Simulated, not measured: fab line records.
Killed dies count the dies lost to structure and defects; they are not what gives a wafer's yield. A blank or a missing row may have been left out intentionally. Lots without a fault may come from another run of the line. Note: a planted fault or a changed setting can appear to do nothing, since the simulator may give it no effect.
Which tool is to blame? ; flow n5 finfet ; 15 lots, 45 wafers sampled, at 2 steps of a route of 1938

== WHAT THE GAUGES READ, wafer by wafer ==
N5_MIM_BOT_LITHO_OVL_MEAS_11.
lot;measured;on;MIM_BOT_OVL (nm)
L119;day 11 22:54;overlay-01;-9 -4 -4
L121;day 12 07:21;overlay-01;2 1 -4
L122;day 12 08:50;overlay-02;4 -1 0
L120;day 12 15:25;overlay-02;-6 0 0
L123;day 12 19:52;overlay-02;-7 -1 3
L124;day 12 20:12;overlay-02;0 -10 2
L126;day 13 08:46;overlay-01;0 -6 8
L130;day 14 07:38;overlay-02;6 2 7
L133;day 15 00:58;overlay-02;-2 1 -2
L129;day 15 10:39;overlay-01;-2 -4 -2
L135;day 15 10:57;overlay-02;-6 1 -5
L134;day 15 14:23;overlay-01;6 -3 7
L137;day 16 17:52;overlay-01;-9 -2 -1
L141;day 17 02:20;overlay-01;1 4 -1
L142;day 18 05:14;overlay-01;5 3 1

== TOOL THAT RAN EACH LOT (tool first, then ch and the chambers of the sampled wafers, then the start) ==
lot;N5_MIM_TOP_ETCH_STRIP_01
L119;rie diel-06 ch 1,2,3, day 11 22:19
L121;rie diel-03 ch 0,2, day 12 06:46
L122;rie diel-03 ch 0,1,3, day 12 08:15
L120;rie diel-06 ch 0,1, day 12 14:57
L123;rie diel-06 ch 0,1, day 12 19:18
L124;rie diel-06 ch 1,2, day 12 19:38
L126;rie diel-06 ch 0,1, day 13 08:19
L130;rie diel-03 ch 0,1,2, day 14 07:11
L133;rie diel-03 ch 1,2, day 15 00:31
L129;rie diel-03 ch 0,3, day 15 10:12
L135;rie diel-01 ch 0,1,3, day 15 10:23
L134;rie diel-03 ch 0,1,2, day 15 13:49
L137;rie diel-03 ch 0,1,3, day 16 17:17
L141;rie diel-06 ch 1,2,3, day 17 01:52
L142;rie diel-06 ch 1,2, day 18 04:40
- N5_MIM_TOP_ETCH_STRIP_01: strips in O2.

== WHAT THE TOOLS THEMSELVES READ (means of the sampled wafers that have a number; where no wafer has one, the mark that the record gives instead) ==
N5_MIM_TOP_ETCH_STRIP_01.
lot;tool;drypump motor current A (A);oes product au (a.u.);rf vpp V (V);showerhead plenum p Torr (Torr);throttle valve pct (%)
L119;rie diel-06;5.5;0.79;3.8;2.12;16.57
L121;rie diel-03;5.2;0.76;3.0;2.06;16.30
L122;rie diel-03;5.7;0.84;2.9;2.18;16.39
L120;rie diel-06;5.8;0.85;5.1;2.06;16.49
L123;rie diel-06;5.8;0.86;3.1;2.05;16.48
L124;rie diel-06;5.4;0.74;3.8;2.07;16.68
L126;rie diel-06;5.8;0.84;2.7;2.05;16.51
L130;rie diel-03;5.5;0.76;3.8;2.13;16.33
L133;rie diel-03;5.5;0.73;3.2;2.04;16.30
L129;rie diel-03;5.7;0.85;3.8;2.16;16.55
L135;rie diel-01;5.8;0.72;4.0;2.07;16.60
L134;rie diel-03;5.5;0.76;4.1;2.12;16.33
L137;rie diel-03;5.7;0.80;3.8;2.17;16.44
L141;rie diel-06;5.5;0.81;3.3;2.11;16.51
L142;rie diel-06;5.7;0.84;2.7;2.07;16.32

== THE ANSWER, worked out from the rows above alone ==
Rule: the usual values come from the lots themselves. Put in order of their means at a reading, lots are off if they are a third of the lots or fewer, leave a main group of 4 or more, and stand apart from it by a gap of 3 or more times the standard deviation of the main group's means; of several such gaps the widest counts. If all means in a main group match to the digits the tables above print for the reading, that group is not used. Also off: a lot with no number at a reading for which 4 or more lots have one. Where the step has rows for the other lots, those lots are counted as sound. First the gauges in route order, then the tools' own readings, where a lot's mean is used as printed above. At the first step where some lot is off, the reading lying furthest off is the one used; lots without a number count as furthest.
None of the lots is off at any reading shown; this tells nothing.

== WHAT THE SIMULATOR PUT IN ==
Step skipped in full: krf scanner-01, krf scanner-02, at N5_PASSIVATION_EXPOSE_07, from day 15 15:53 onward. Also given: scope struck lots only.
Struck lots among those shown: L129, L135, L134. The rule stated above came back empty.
